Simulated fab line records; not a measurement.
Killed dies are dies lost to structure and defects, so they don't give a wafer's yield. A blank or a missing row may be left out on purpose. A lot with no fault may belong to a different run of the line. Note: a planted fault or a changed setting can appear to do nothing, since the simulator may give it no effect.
fab line records	flow n5Finfet
record: lots: 9	wafers: 27	lastDay: 17
route steps=1938 shown MOL_CONTACT_COAG@579 BEOL_M4@1111 PASSIVATION@1936
lots with no fault: from the same line, run without faults
startH: the number of hours between the record's first day and the start of the first shown wafer of the lot	waitH: hours from the lot's prior step to this one	" as in the row above	L1.1+2: a row that stands for several wafers	- no value present, or no start provided	* or withheld: withheld	< > ~ a bound
route shown NAME@n: NAME is a module with steps in the file, n the number in the route of the first one	usual: the fault-free wafers' mean and standard deviation	same: alike in all rows	chamber/n: place in a boat	sites: each site's reading	_std_site: their standard deviation	_edge_site: the outer-site mean with the inner-site mean subtracted	radiusMm: how far each site lies from the wafer's centre	mask NAME#n: copy n	behind: the last tool/chamber to shape the wafer	hold: why the lot was held/for how many hours/how that ended	device: names the non-switching transistor (n, p or np)	end of line: the tests these same wafers got at the end of their route	for a step that has no rows: nothing shown but its recipe	killed: not the wafer's yield, but the dies lost to structure and defects at the first sort	map: a wafer's dies, x killed, . not, _ none there
set.NAME: the setting the step ran with; set.NAME@STEP: the setting that earlier step ran with	model.NAME: the simulator's own value behind a step, which no gauge read
a sample of lots followed through the steps of the route, with each step as a table and each wafer as a row
services: the hour from which a tool's chamber was out of use, counted from the record's first day as startH (under 0 if before that day), plus the number of hours and why
== steps ==
step: N5_MOL_CONTACT_COAG_ALD_131
recipe: material: SiO2	targetThkA: 50	tempC: 100	aldPrecursorFamily: BDEAS	aldCoReactant: O2-plasma	pulseTimeS: 1	coReactantPulseTimeS: 1	purgeTimeS: 2	coReactantPurgeTimeS: 2	aldCycles: 35	pressureTorr: 2
usual: heaterPowerW: 79/7.6	precursorPulseHeightRel: 1.001/0.017
same: coReactantPulseTimeS: 1	coReactantPurgeTimeS: 2
lot.wafer	tool	chamber	startH	waitH	heaterPowerW	precursorPulseHeightRel
L220.1	aldSin-01	2	110.62	0.1	77	0.995
L220.2	"	3	"	"	85	0.983
L220.3	"	0	"	"	70	0.964
L223.2	aldSin-03	0	130.87	0.1	76	0.980
L223.3	"	3	"	"	93	1.034
L223.5	"	1	"	"	74	1.021
L226.1	aldSin-02	1	148.15	0.1	86	1.018
L226.3	"	0	"	"	80	0.998
L226.6	"	0	"	"	81	1.002
L227.3	aldSin-01	3	152.94	0.1	88	1.017
L227.4	"	0	"	"	72	0.976
L227.6	"	1	"	"	81	1.009
L229.1	aldSin-01	0	166.37	0.5	69	0.989
L229.4	"	3	"	"	85	0.977
L229.6	"	3	"	"	83	1.005
L233.1	aldSin-01	2	188.33	0.3	76	0.956
L233.3	"	1	"	"	82	1.009
L233.6	"	0	"	"	72	1.017
L237.1	aldSin-03	1	211.10	0.1	74	1.027
L237.4	"	0	"	"	75	0.998
L237.5	"	0	"	"	75	0.999
L238.4	aldSin-02	3	217.78	0.1	83	1.006
L238.5	"	1	"	"	85	0.999
L238.6	"	2	"	"	79	0.992
L241.1	aldSin-03	1	234.66	0.1	75	1.006
L241.2	"	0	"	"	75	1.016
L241.6	"	2	"	"	65	0.987
step: N5_MOL_CONTACT_COAG_EXPOSE_37
recipe: maskId: VD	na: 0.33	sourceShape: annular	sigmaInner: 0.3	sigmaOuter: 0.7	polarization: unpolarized	defocusNm: 0	doseMj: 62
lot.wafer	tool	chamber	startH	waitH	mask
L220.1+2+3	euvScanner-02	0	111.62	-	VD#0
L223.2+3+5	euvScanner-02	0	131.84	-	VD#0
L226.1+3+6	euvScanner-02	0	149.13	-	VD#0
L227.3+4+6	euvScanner-01	0	153.92	-	VD#0
L229.1+4+6	euvScanner-02	0	167.21	-	VD#0
L233.1+3+6	euvScanner-02	0	189.37	-	VD#0
L237.1+4+5	euvScanner-01	0	211.98	-	VD#0
L238.4+5+6	euvScanner-01	0	218.65	-	VD#0
L241.1+2+6	euvScanner-01	0	235.50	-	VD#0
step: N5_MOL_CONTACT_COAG_OVL_MEAS_41
recipe: pointsPerWafer: 522
usual: VD_OVL: -0.3/0.72
lot.wafer	tool	chamber	startH	waitH	VD_OVL[nm]
L220.1	overlay-02	0	111.80	0.0	-0.4
L220.2	"	0	"	"	-1.1
L220.3	"	0	"	"	-1.6
L223.2	overlay-02	0	132.02	0.0	-0.6
L223.3	"	0	"	"	0.0
L223.5	"	0	"	"	-0.3
L226.1	overlay-02	0	149.31	0.0	-0.3
L226.3	"	0	"	"	-0.2
L226.6	"	0	"	"	0.2
L227.3	overlay-02	0	154.09	0.0	0.1
L227.4	"	0	"	"	0.1
L227.6	"	0	"	"	-0.4
L229.1	overlay-01	0	167.39	0.0	10.1
L229.4	"	0	"	"	11.4
L229.6	"	0	"	"	10.7
L233.1	overlay-02	0	189.54	0.0	10.2
L233.3	"	0	"	"	9.0
L233.6	"	0	"	"	10.5
L237.1	overlay-01	0	212.15	0.0	-0.5
L237.4	"	0	"	"	0.6
L237.5	"	0	"	"	-0.5
L238.4	overlay-02	0	218.82	0.0	0.2
L238.5	"	0	"	"	-1.2
L238.6	"	0	"	"	0.2
L241.1	overlay-01	0	235.68	0.0	0.2
L241.2	"	0	"	"	-0.4
L241.6	"	0	"	"	0.4
step: N5_MOL_CONTACT_COAG_ETCH_66
recipe: chemistry: CF4	target: SiARC	targetDepthA: 130	maskMaterial: CAR-EUV	timeS: 21.7	ionEnergyEv: 80	pressureMtorr: 40	sourceW: 545	biasW: 36	Ar_flow_sccm: 100	cf4FlowSccm: 100	ends: cleared
usual: drypumpMotorCurrentA: 5.8/0.42	etchRfOnTimeS: 21.7/0.55	oesProductAu: 0.70/0.086	rfFwdPowerW: 531.6/1.6	rfVppV: 184.2/1.2	showerheadPlenumPTorr: 2.15/0.069	throttleValvePct: 15.55/0.27
lot.wafer	tool	chamber	startH	waitH	drypumpMotorCurrentA	etchRfOnTimeS	oesProductAu	rfFwdPowerW	rfHoursCounterH	rfVppV	showerheadPlenumPTorr	throttleValvePct
L220.1	rieDiel-05	0	112.17	0.0	5.5	21.2	0.77	531.3	29	184.6	2.19	15.05
L220.2	"	3	"	"	5.6	21.2	0.63	531.5	173	185.4	2.21	15.76
L220.3	"	2	"	"	5.2	22.3	0.69	534.0	86	184.8	2.09	15.25
L223.2	rieDiel-05	2	132.18	0.0	5.2	22.2	0.69	529.4	94	184.7	2.08	15.25
L223.3	"	0	"	"	5.5	21.1	0.76	529.2	35	185.9	2.19	15.07
L223.5	"	3	"	"	5.6	21.5	0.63	531.3	-	184.4	2.21	15.78
L226.1	rieDiel-05	0	149.45	0.0	5.5	21.3	0.74	531.1	42	184.7	2.18	15.09
L226.3	"	2	"	"	5.2	22.3	0.67	533.8	100	183.3	2.08	15.29
L226.6	"	0	"	"	5.4	21.3	0.75	529.2	-	184.1	2.18	15.09
L227.3	rieDiel-04	0	154.23	0.0	5.6	21.3	0.82	529.1	6	183.6	2.11	15.63
L227.4	"	2	"	"	5.9	22.2	0.57	531.3	238	184.3	2.03	15.61
L227.6	"	0	"	"	5.7	21.4	0.82	529.8	-	184.8	2.11	15.61
L229.1	rieDiel-03	2	167.53	0.0	6.6	21.7	0.72	531.9	47	185.3	2.10	15.38
L229.4	"	0	"	"	5.8	21.4	0.75	533.9	35	183.8	2.09	15.48
L229.6	"	2	"	"	6.6	21.9	0.72	531.0	-	183.9	2.10	15.37
L233.1	rieDiel-05	2	189.69	0.0	5.2	22.6	0.66	532.9	115	182.0	2.08	15.28
L233.3	"	0	"	"	5.5	21.4	0.74	531.3	57	185.4	2.18	15.10
L233.6	"	2	"	"	5.2	22.7	0.66	532.2	-	182.6	2.08	15.30
L237.1	rieDiel-03	2	212.30	0.0	6.6	21.7	0.70	531.6	64	182.5	2.10	15.40
L237.4	"	3	"	"	6.3	21.0	0.60	530.7	234	183.5	2.11	15.80
L237.5	"	3	"	"	6.3	21.3	0.60	530.3	-	183.2	2.11	15.77
L238.4	rieDiel-04	3	218.94	0.0	5.9	22.1	0.58	531.4	241	184.4	2.19	15.98
L238.5	"	2	"	"	5.9	21.4	0.85	530.6	-	186.6	2.28	15.12
L238.6	"	3	"	"	5.9	21.9	0.59	532.4	-	185.4	2.19	15.98
L241.1	rieDiel-04	0	235.83	0.0	5.7	21.2	0.78	530.7	27	184.4	2.10	15.65
L241.2	"	1	"	"	6.4	21.5	0.73	530.5	55	186.2	2.25	15.67
L241.6	"	1	"	"	6.4	21.5	0.73	531.1	-	186.1	2.25	15.68
step: N5_MOL_CONTACT_COAG_ETCH_67
recipe: chemistry: N2/H2	target: SOC	targetDepthA: 600	overetchA: 210	maskMaterial: SiARC	tempC: 40	timeS: 101.2	ionEnergyEv: 200	pressureMtorr: 30	sourceW: 840	biasW: 150	n2FlowSccm: 200	h2FlowSccm: 200
usual: drypumpMotorCurrentA: 5.8/0.42	h2FlowSccm: 200.1/0.63	oesProductAu: 0.68/0.075	rfFwdPowerW: 834.4/2.7	rfVppV: 523.8/2.3	showerheadPlenumPTorr: 2.54/0.079	throttleValvePct: 17.69/0.27
lot.wafer	tool	chamber	startH	waitH	drypumpMotorCurrentA	h2FlowSccm	oesProductAu	rfFwdPowerW	rfHoursCounterH	rfVppV	showerheadPlenumPTorr	throttleValvePct
L220.1	rieDiel-04	2	112.58	0.0	5.9	200.1	0.58	837.5	222	520.6	2.41	17.69
L220.2	"	1	"	"	6.4	201.2	0.78	829.3	10	527.8	2.72	17.95
L220.3	"	3	"	"	5.9	200.5	0.60	839.1	200	525.9	2.62	18.15
L223.2	rieDiel-05	1	132.47	0.0	5.8	200.3	0.81	834.0	3	521.6	2.49	17.57
L223.3	"	3	"	"	5.6	199.9	0.61	829.6	180	526.4	2.63	17.85
L223.5	"	3	"	"	5.6	199.8	0.62	833.0	-	525.9	2.63	17.84
L226.1	rieDiel-03	2	149.87	0.0	6.6	199.8	0.72	830.3	41	521.7	2.49	17.66
L226.3	"	0	"	"	5.8	200.7	0.73	831.6	30	523.0	2.49	17.87
L226.6	"	1	"	"	5.1	199.6	0.60	834.4	-	522.5	2.50	17.69
L227.3	rieDiel-05	3	154.64	0.0	5.6	199.2	0.60	834.3	188	527.4	2.63	17.86
L227.4	"	2	"	"	5.2	200.6	0.67	834.6	102	521.8	2.46	17.41
L227.6	"	2	"	"	5.2	200.3	0.67	836.4	-	521.9	2.46	17.42
L229.1	rieDiel-05	0	167.83	0.0	5.5	200.6	0.72	833.7	48	523.2	2.58	17.30
L229.4	"	2	"	"	5.2	200.9	0.66	837.5	106	523.2	2.46	17.43
L229.6	"	3	"	"	5.7	200.0	0.61	833.4	-	526.1	2.63	17.87
L233.1	rieDiel-05	0	189.99	0.0	5.5	200.8	0.71	830.7	57	525.9	2.58	17.30
L233.3	"	2	"	"	5.2	199.9	0.66	835.8	115	519.9	2.46	17.44
L233.6	"	0	"	"	5.5	200.9	0.72	832.1	-	525.8	2.58	17.29
L237.1	rieDiel-05	2	212.59	0.0	5.2	200.4	0.65	834.4	124	520.0	2.45	17.46
L237.4	"	3	"	"	5.6	200.2	0.60	833.8	210	523.5	2.62	17.89
L237.5	"	1	"	"	5.8	200.8	0.74	833.5	-	522.8	2.48	17.63
L238.4	rieDiel-04	0	219.24	0.0	5.7	200.9	0.77	836.8	21	522.0	2.48	17.81
L238.5	"	1	"	"	6.4	200.5	0.72	831.4	-	527.1	2.70	18.02
L238.6	"	2	"	"	5.9	199.6	0.82	833.0	-	528.9	2.72	17.27
L241.1	rieDiel-04	0	236.12	0.0	5.7	200.5	0.76	836.6	27	522.1	2.47	17.81
L241.2	"	3	"	"	6.0	200.4	0.57	837.6	247	525.3	2.60	18.24
L241.6	"	3	"	"	6.0	200.5	0.57	836.4	-	524.8	2.60	18.24
step: N5_BEOL_M4_RC_MEAS_101
usual: DIBL_N: 36.3/1.7	DIBL_P: 36.3/2.2	IOFF_N: 0.16/0.034	IOFF_P: 0.21/0.038	ION_N: 673/13	ION_P: 461/8.3	SS_N: 71.5/0.55	SS_P: 73.3/0.67	VT_N: 250/3.4	VT_P: -251/3.5
lot.wafer	tool	chamber	startH	waitH	DIBL_N[mV/V]	DIBL_P[mV/V]	IOFF_N[nA/um]	IOFF_P[nA/um]	ION_N[uA/um]	ION_P[uA/um]	SS_N[mV/dec]	SS_P[mV/dec]	VT_N[mV]	VT_P[mV]
L220.1	prober-01	0	177.92	0.0	35.3	34.0	0.15	0.18	665	454	70.9	73.4	249	-251
L220.2	"	0	"	"	33.9	32.8	0.12	0.17	644	446	70.8	73.3	253	-253
L220.3	"	0	"	"	35.4	35.6	0.15	0.21	660	456	71.4	73.8	253	-249
L223.2	prober-01	0	205.16	0.2	34.6	33.7	0.13	0.17	665	451	71.7	72.1	253	-254
L223.3	"	0	"	"	39.0	39.7	0.23	0.27	695	472	72.1	73.6	245	-248
L223.5	"	0	"	"	37.8	38.0	0.19	0.25	684	464	71.8	74.3	248	-248
L226.1	prober-01	0	210.59	0.0	37.0	39.3	0.16	0.25	656	464	71.9	73.5	251	-247
L226.3	"	0	"	"	37.0	39.2	0.16	0.23	679	465	72.1	73.6	251	-251
L226.6	"	0	"	"	36.8	38.2	0.15	0.23	663	462	71.5	74.0	250	-246
L227.3	prober-01	0	213.62	0.3	39.5	39.5	0.22	0.33	698	484	72.3	74.4	248	-241
L227.4	"	0	"	"	35.5	35.5	0.15	0.23	680	472	71.4	73.7	248	-245
L227.6	"	0	"	"	36.1	35.8	0.15	0.22	677	468	72.1	73.2	253	-247
L229.1	prober-02	0	237.78	0.0	35.7	35.9	0.16	0.18	676	459	71.1	72.8	248	-253
L229.4	"	0	"	"	37.9	37.6	0.19	0.21	662	452	72.6	73.9	249	-251
L229.6	"	0	"	"	36.9	37.3	0.18	0.20	679	452	71.7	73.5	247	-253
L233.1	prober-01	0	266.45	0.0	38.7	38.5	0.21	0.23	690	466	72.0	74.1	246	-253
L233.3	"	0	"	"	38.9	40.0	0.22	0.26	701	469	71.7	74.2	245	-249
L233.6	"	0	"	"	36.7	36.8	0.17	0.20	681	461	71.6	74.4	247	-254
L237.1	prober-01	0	286.69	0.0	36.9	38.1	0.18	0.24	683	467	71.5	73.7	247	-249
L237.4	"	0	"	"	36.8	37.3	0.17	0.22	684	467	71.8	73.6	248	-248
L237.5	"	0	"	"	36.6	38.4	0.18	0.24	682	470	71.5	74.0	248	-246
L238.4	prober-02	0	287.43	0.5	39.4	39.6	0.22	0.27	699	475	71.7	73.7	244	-247
L238.5	"	0	"	"	35.8	34.8	0.13	0.18	669	462	71.5	72.2	255	-251
L238.6	"	0	"	"	37.2	37.5	0.18	0.23	688	471	71.2	74.1	248	-250
L241.1	prober-02	0	296.96	0.0	36.2	35.5	0.14	0.17	662	453	71.2	73.1	253	-256
L241.2	"	0	"	"	38.1	37.5	0.18	0.20	671	455	71.8	73.8	248	-251
L241.6	"	0	"	"	38.4	38.9	0.20	0.23	693	465	71.8	74.1	248	-253
step: N5_PASSIVATION_PROBE_49
usual: defectLimitedYield: 91.4/1.6	killed_at_M0_to_M3: 34/10	killed_at_M4_up: 12/4.8	killedAtContacts: 11/6.2	killedAtFrontEnd: 39/13	killedAtOther: 4/3.1	killedDies: 101/19	killedOnRim: 13/4.1	killedOpen: 67/14	killedShort: 32/8.3	sort_bin_5_function: 5.0/1	sort_bin_6_memory: 3.2/0.76	sort_bin_8_speed: 0.00/0.026	sortNPass: 1079/19
same: grossDies: 1180	killedAtBackSide: 0	sort_bin_4_leakage[%]: 0
lot.wafer	tool	chamber	startH	waitH	defectLimitedYield[%]	killed_at_M0_to_M3	killed_at_M4_up	killedAtContacts	killedAtFrontEnd	killedAtOther	killedDies	killedOnRim	killedOpen	killedShort	sort_bin_5_function[%]	sort_bin_6_memory[%]	sort_bin_8_speed[%]	sortNPass
L220.1	prober-01	-	277.61	0.0	93.6	25	10	13	27	1	76	11	52	21	2.8	3.4	0	1104
L220.2	prober-01	-	277.66	0.1	93.4	32	10	9	23	4	78	7	49	26	3.8	2.4	0.25	1099
L220.3	prober-01	-	277.71	0.1	91.6	26	13	10	42	8	99	15	68	28	5.5	2.5	0	1081
L223.2	prober-01	-	297.36	0.1	90.2	51	10	10	43	2	116	20	80	34	5.6	4.1	0	1064
L223.3	prober-01	-	297.41	0.1	92.5	39	15	6	27	2	89	10	62	27	4.4	3.0	0	1091
L223.5	prober-01	-	297.51	0.2	92.4	40	12	6	28	4	90	10	51	35	5.1	2.1	0	1090
L226.1	prober-01	-	320.94	0.0	92.5	33	13	13	26	4	89	13	60	28	5.2	2.4	0	1091
L226.3	prober-01	-	321.04	0.1	92.0	35	6	13	33	7	94	12	59	34	3.8	4.0	0	1086
L226.6	prober-01	-	321.19	0.3	91.8	46	7	13	30	1	97	5	64	33	4.7	3.4	0	1083
L229.1	prober-01	-	347.33	0.0	0	34	16	1092	33	5	1180	152	73	30	52.7	3.3	0	0
L229.4	prober-01	-	347.48	0.2	0	40	19	1082	33	6	1180	152	78	34	48.0	4.1	0	0
L229.6	prober-01	-	347.58	0.3	0	46	7	1072	47	8	1180	152	90	36	51.8	4.1	0	0
L233.1	prober-02	-	360.08	0.0	0	23	18	1075	62	2	1180	152	80	30	49.3	4.3	0	0
L233.3	prober-02	-	360.18	0.1	0	16	12	1121	31	0	1180	152	43	26	50.7	2.4	0	0
L233.6	prober-02	-	360.33	0.3	0	22	11	1099	48	0	1180	152	58	29	50.0	2.8	0	0
L241.1	prober-01	-	402.43	0.0	93.2	32	10	6	26	6	80	7	55	24	4.2	2.5	0	1100
L241.2	prober-01	-	402.48	0.1	92.3	46	10	3	30	2	91	8	64	26	4.7	2.6	0	1089
L241.6	prober-01	-	402.68	0.3	93.8	38	6	4	24	1	73	8	41	31	3.5	2.5	0	1107
killed by level:class
L220.1 MOL_CONTACT_COAG:geometricParticle:open=13 BEOL_M0_SAQP:geometricParticle:short=8 GATE_CUT:geometricParticle:short=6 BEOL_M1:geometricParticle:open=6 BEOL_M0_SAQP:geometricParticle:open=5 STARTING-WAFER:geometricParticle:open=5 DUMMY_GATE:geometricParticle:open=4 GATE_CUT:geometricParticle:open=4
L220.2 BEOL_M0_SAQP:geometricParticle:short=9 MOL_CONTACT_COAG:geometricParticle:open=8 BEOL_M1:geometricParticle:open=5 STI_FIN_REVEAL:geometricParticle:open=4 BEOL_M0_SAQP:geometricParticle:open=4 BEOL_M3:geometricParticle:open=4 FIN_SAQP:geometricParticle:open=3 DUMMY_GATE:geometricParticle:open=3
L220.3 STI_FIN_REVEAL:geometricParticle:open=16 MOL_CONTACT_COAG:geometricParticle:open=8 BEOL_M0_SAQP:geometricParticle:open=8 DUMMY_GATE:geometricParticle:open=6 BEOL_M0_SAQP:geometricParticle:short=6 BEOL_M1:geometricParticle:open=5 FIN_SAQP:geometricParticle:open=4 FIN_SAQP:geometricParticle:short=4
L223.2 FIN_SAQP:geometricParticle:open=9 STI_FIN_REVEAL:geometricParticle:open=9 BEOL_M0_SAQP:geometricParticle:open=9 BEOL_M2:geometricParticle:open=9 MOL_CONTACT_COAG:geometricParticle:open=8 BEOL_M1:geometricParticle:open=8 BEOL_M3:geometricParticle:open=8 BEOL_M0_SAQP:geometricParticle:short=7
L223.3 BEOL_M3:geometricParticle:open=17 BEOL_M4:geometricParticle:open=8 FIN_SAQP:geometricParticle:short=7 BEOL_M2:geometricParticle:open=6 FIN_SAQP:geometricParticle:open=5 MOL_CONTACT_COAG:geometricParticle:open=5 BEOL_M0_SAQP:geometricParticle:open=5 BEOL_M1:geometricParticle:open=5
L223.5 BEOL_M3:geometricParticle:open=11 FIN_SAQP:geometricParticle:short=8 BEOL_M0_SAQP:geometricParticle:open=8 BEOL_M1:geometricParticle:open=6 BEOL_M3:geometricParticle:short=5 BEOL_M0_SAQP:geometricParticle:short=4 DUMMY_GATE:geometricParticle:open=3 GATE_CUT:geometricParticle:short=3
L226.1 FIN_SAQP:geometricParticle:open=12 MOL_CONTACT_COAG:geometricParticle:open=11 BEOL_M0:geometricParticle:open=6 BEOL_M1:geometricParticle:open=6 BEOL_M3:geometricParticle:short=6 FIN_SAQP:geometricParticle:short=4 GATE_CUT:geometricParticle:open=4 BEOL_M0_SAQP:geometricParticle:open=4
L226.3 MOL_CONTACT_COAG:geometricParticle:open=11 BEOL_M1:geometricParticle:open=11 BEOL_M2:geometricParticle:open=10 FIN_SAQP:geometricParticle:open=5 STI_FIN_REVEAL:geometricParticle:open=5 ILD0:geometricParticle:short=5 GATE_CUT:geometricParticle:short=4 DUMMY_GATE:geometricParticle:short=3
L226.6 BEOL_M2:geometricParticle:open=13 MOL_CONTACT_COAG:geometricParticle:open=11 BEOL_M0_SAQP:geometricParticle:open=9 BEOL_M1:geometricParticle:open=8 BEOL_M0_SAQP:geometricParticle:short=7 FIN_SAQP:geometricParticle:short=6 STARTING-WAFER:geometricParticle:short=6 STI_FIN_REVEAL:geometricParticle:open=4
L229.1 MOL_CONTACT_COAG:overlay=1076 STI_FIN_REVEAL:geometricParticle:open=12 MOL_CONTACT_COAG:geometricParticle:open=12 BEOL_M0_SAQP:geometricParticle:open=10 BEOL_M0_SAQP:geometricParticle:short=6 GATE_CUT:geometricParticle:short=5 BEOL_M2:geometricParticle:open=5 MOL_CONTACT_COAG:geometricParticle:short=4
L229.4 MOL_CONTACT_COAG:overlay=1064 MOL_CONTACT_COAG:geometricParticle:open=16 STI_FIN_REVEAL:geometricParticle:open=10 BEOL_M0_SAQP:geometricParticle:short=9 BEOL_M4:geometricParticle:open=8 BEOL_M1:geometricParticle:open=7 BEOL_M2:geometricParticle:open=7 FIN_SAQP:geometricParticle:short=6
L229.6 MOL_CONTACT_COAG:overlay=1053 STI_FIN_REVEAL:geometricParticle:open=24 MOL_CONTACT_COAG:geometricParticle:open=18 BEOL_M3:geometricParticle:open=10 STI_FIN_REVEAL:geometricParticle:short=9 BEOL_M1:geometricParticle:open=9 BEOL_M0_SAQP:geometricParticle:short=5 BEOL_M1:geometricParticle:short=5
L233.1 MOL_CONTACT_COAG:overlay=1066 FIN_SAQP:geometricParticle:open=23 FIN_SAQP:geometricParticle:short=16 MOL_CONTACT_COAG:geometricParticle:open=8 BEOL_M2:geometricParticle:open=7 BEOL_M5:geometricParticle:open=7 BEOL_M0_SAQP:geometricParticle:open=6 BEOL_M3:geometricParticle:open=5
L233.3 MOL_CONTACT_COAG:overlay=1111 MOL_CONTACT_COAG:geometricParticle:open=10 FIN_SAQP:geometricParticle:open=5 STARTING-WAFER:geometricParticle:short=5 GATE_CUT:geometricParticle:short=4 STI_FIN_REVEAL:geometricParticle:open=4 ILD0:geometricParticle:short=4 BEOL_M2:geometricParticle:open=4
L233.6 MOL_CONTACT_COAG:overlay=1092 FIN_SAQP:geometricParticle:open=20 FIN_SAQP:geometricParticle:short=11 GATE_CUT:geometricParticle:open=6 BEOL_M1:geometricParticle:short=6 MOL_CONTACT_COAG:geometricParticle:open=5 BEOL_M1:geometricParticle:open=5 BEOL_M5:geometricParticle:open=5
L241.1 BEOL_M1:geometricParticle:open=11 BEOL_M0_SAQP:geometricParticle:open=7 BEOL_M3:geometricParticle:open=7 BEOL_M5:geometricParticle:open=6 STI_FIN_REVEAL:geometricParticle:open=5 MOL_CONTACT_COAG:geometricParticle:open=5 BEOL_M0_SAQP:geometricParticle:short=5 FIN_CUT:geometricParticle:short=4
L241.2 BEOL_M1:geometricParticle:open=14 STI_FIN_REVEAL:geometricParticle:open=13 BEOL_M0_SAQP:geometricParticle:open=9 FIN_SAQP:geometricParticle:open=8 BEOL_M0_SAQP:geometricParticle:short=8 BEOL_M1:geometricParticle:short=5 FIN_SAQP:geometricParticle:short=4 BEOL_M5:geometricParticle:open=4
L241.6 BEOL_M3:geometricParticle:open=10 BEOL_M3:geometricParticle:short=9 BEOL_M1:geometricParticle:open=7 FIN_SAQP:geometricParticle:short=6 BEOL_M0_SAQP:geometricParticle:open=5 FIN_SAQP:geometricParticle:open=4 STI_FIN_REVEAL:geometricParticle:open=3 MOL_CONTACT_COAG:geometricParticle:open=3
== services ==
tool	chamber	startH	hours	kind
euvScanner-02	-	95.14	1.0	pm
rieDiel-04	0	96.43	3.4	repair
euvScanner-02	-	98.00	4.6	pm
euvScanner-01	-	102.60	1.0	pm
euvScanner-02	-	102.75	0.8	repair
rieDiel-05	1	106.79	-	clean
rieDiel-05	1	106.79	-	consumableReplace:focusRing
rieDiel-05	1	106.79	17.9	scheduledDown
rieDiel-05	1	106.79	17.9	ventCycle
euvScanner-01	-	111.56	17.3	pm
rieDiel-04	0	118.61	-	clean
rieDiel-04	0	118.61	-	consumableReplace:focusRing
aldSin-03	1	138.49	4.2	repair
euvScanner-01	-	139.91	0.1	repair
euvScanner-02	-	151.29	1.0	pm
rieDiel-03	0	151.36	2.6	repair
aldSin-01	3	154.64	3.3	repair
euvScanner-01	-	156.17	1.0	pm
euvScanner-01	-	163.93	4.6	pm
rieDiel-04	3	172.52	3.1	repair
aldSin-03	-	178.79	14.0	pm
euvScanner-01	-	212.32	1.0	pm
aldSin-01	2	217.35	1.6	repair
aldSin-02	-	223.37	2.1	repair
== key ==
firstSign: step: N5_MOL_CONTACT_COAG_OVL_MEAS_41	reading: VD_OVL	direction: up	sigmas: 15	usual: -0.3	struck: 10.3
effect: step: N5_PASSIVATION_PROBE_49	reading: killedAtContacts	direction: up	sigmas: 99+	usual: 11	struck: 1090
moreKillsBornAt: N5_MOL_CONTACT_COAG_EXPOSE_37@euvScanner-02: 6462
metAt N5_MOL_CONTACT_COAG_EXPOSE_37
struckLots L229,L233
notActingAt N5_MOL_CONTACT_COAG_ALD_131,N5_MOL_CONTACT_COAG_ETCH_66,N5_MOL_CONTACT_COAG_ETCH_67
onsetBetween 149.13 167.21
fault: kind: scannerMatchingOverlay	tool: euvScanner-02	chamber: -	onsetH: 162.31	steps: N5_MOL_CONTACT_COAG_EXPOSE_37	offset: 11.011
